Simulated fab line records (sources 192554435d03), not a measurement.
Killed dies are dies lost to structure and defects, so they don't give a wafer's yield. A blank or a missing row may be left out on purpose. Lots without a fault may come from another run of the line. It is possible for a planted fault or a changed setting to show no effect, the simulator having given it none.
The tool behind it: which one? ; flow n5_finfet ; 24 lots, 72 wafers sampled, at 1 step of a route of 1938

WHAT EACH GAUGE READ, for each wafer
N5_BEOL_M4_CD_MEAS_18: pitch 36 nm, target cd 18 nm. Usual: cd_nm reads 17.9 nm (standard deviation 0.34).
lot;measured;on;cd_nm (nm);flag
L074;day 7 11:03;cd_sem-03;17.7 17.8 17.6;
L075;day 8 04:47;cd_sem-02;18.1 18.2 18.3;
L077;day 8 05:21;cd_sem-03;18.1 17.4 17.7;
L076;day 8 10:28;cd_sem-03;18.4 18.5 18.2;
L078;day 8 19:03;cd_sem-03;17.7 17.4 17.9;
L079;day 8 19:46;cd_sem-03;17.8 18.0 17.7;
L080;day 9 03:55;cd_sem-03;18.0 18.2 18.4;
L082;day 9 18:07;cd_sem-01;18.0 18.3 18.2;
L081;day 9 18:14;cd_sem-02;17.8 17.9 17.9;
L083;day 9 19:31;cd_sem-01;18.3 18.2 18.0;
L084;day 9 22:19;cd_sem-01;18.3 17.8 17.9;
L085;day 10 17:34;cd_sem-03;18.0 18.2 17.9;
L087;day 11 05:55;cd_sem-03;18.2 17.8 17.5;
L088;day 11 09:03;cd_sem-01;18.6 18.2 17.6;
L086;day 11 09:46;cd_sem-02;17.6 17.3 17.6;
L089;day 11 14:50;cd_sem-03;17.5 18.0 18.0;
L090;day 11 19:06;cd_sem-03;17.9 17.7 17.9;
L092;day 11 21:52;cd_sem-03;17.1 18.1 17.9;
L091;day 11 21:55;cd_sem-02;17.9 17.4 18.0;
L093;day 12 19:03;cd_sem-02;18.3 17.6 17.8;
L094;day 13 08:53;cd_sem-01;17.2 17.5 18.2;
L096;day 13 11:34;cd_sem-03;18.4 18.3 17.6;
L095;day 13 11:56;cd_sem-02;18.0 17.9 18.1;
L097;day 13 13:41;cd_sem-02;18.0 18.3 18.4;

TOOL THAT RAN EACH LOT (tool first, then ch and the chambers of the sampled wafers, then the start)
Record: no process step prior to these readings.

AS READ BY THE TOOLS THEMSELVES (means over the sampled wafers that have a number; for cases with no such wafer, the mark the record gives instead)
The record holds no such reading with a usual standard deviation.

THE ANSWER, worked out from the rows above alone
Rule: lot off if the mean of its wafers having a number is beyond 3 standard deviations from the usual mean. Also off: a lot with no number at a reading for which 4 or more lots have one. Where the step has rows for the other lots, those lots are counted as sound. After the gauges, taken in route order, come the tools' own readings; for these a lot's mean is taken, as printed above. The first step at which some lot is off is used, and at that step the reading that is off furthest; a lot without a number counts as furthest.
No lot is off at any reading shown: from this, nothing can be told.

WHAT THE SIMULATOR HAD INSERTED
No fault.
